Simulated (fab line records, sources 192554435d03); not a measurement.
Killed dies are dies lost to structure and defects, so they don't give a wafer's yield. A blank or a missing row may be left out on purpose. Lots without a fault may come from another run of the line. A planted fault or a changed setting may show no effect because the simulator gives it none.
One fault seen from 2 desks | flow n5_finfet | each desk has only its own numbers; what lay behind them comes last
Where a reading is given only as a bound, like >300, the bound stands for it, and a mean or a difference that rests on one is marked > or <: the true number lies beyond.

THE TOOL OWNER'S DESK: pecvd-03
The tool's own readings at N5_PASSIVATION_PECVD_01 (deposits SiNx from SiH4/NH3/N2, target thk 200 nm, time 43.2 s): means of the sampled wafers that have a number, for each lot that ran on this tool. A lot is out of limits, marked OUT, if its mean lies more than 4 standard deviations from the usual mean; the brackets give that distance.
Columns: A = heater_power_w at N5_PASSIVATION_PECVD_01, usual 383 W; B = showerhead_plenum_p_Torr at N5_PASSIVATION_PECVD_01, usual 8.70 Torr; C = throttle_valve_pct at N5_PASSIVATION_PECVD_01, usual 29.6 %
lot  | first seen here | A   | B    | C
L774 | day 12 07:34    | 354 | 8.81 | 29.6
L784 | day 15 07:02    | 370 | 8.77 | 29.3
L789 | day 17 08:25    | 338 | 8.78 | 29.5
L790 | day 18 05:01    | 265 | 8.74 | 27.5
This desk's finding: nothing out of limits on any of the 4 lots.

THE DEFECT DESK
What the inspections along the route counted, lot by lot: means of the sampled wafers that have a number. A lot is out of limits, marked OUT, if its mean lies more than 4 standard deviations from the usual mean; the brackets give that distance.
Columns: A = raw_defect_count at N5_PASSIVATION_INSPECT_61, usual 2.2
lot  | first seen here | A
L771 | day 11 18:38    | 2.5
L772 | day 12 00:11    | 1.7
L774 | day 12 08:09    | 2.0
L776 | day 12 17:44    | 1.7
L783 | day 15 02:55    | 2.0
L784 | day 15 08:21    | 1.0
L789 | day 17 09:19    | >101 (>+71) OUT
L790 | day 18 05:46    | >201 (+99 or more) OUT
L793 | day 18 21:32    | 1.0
L794 | day 19 22:17    | 1.0
This desk's finding: out of limits on L789, L790; first on L789, day 17 09:19 (raw_defect_count at N5_PASSIVATION_INSPECT_61). In limits: L771, L772, L774, L776, L783, L784, L793, L794.

PUT TOGETHER
The defect desk could have raised an alarm at day 17 09:19, on L789, L790.
The tool owner's desk saw nothing out of limits.
The tool owner's desk has L789, L790 on record, within its limits.
Of the lots named, all ran N5_PASSIVATION_PECVD_01 on pecvd-03.

WHAT THE SIMULATOR HAD PUT IN
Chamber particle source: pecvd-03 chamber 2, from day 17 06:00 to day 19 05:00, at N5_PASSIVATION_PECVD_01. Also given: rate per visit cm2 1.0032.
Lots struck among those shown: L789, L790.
Hours from the fault's start to each desk's first reading out of limits: the defect desk, 3.
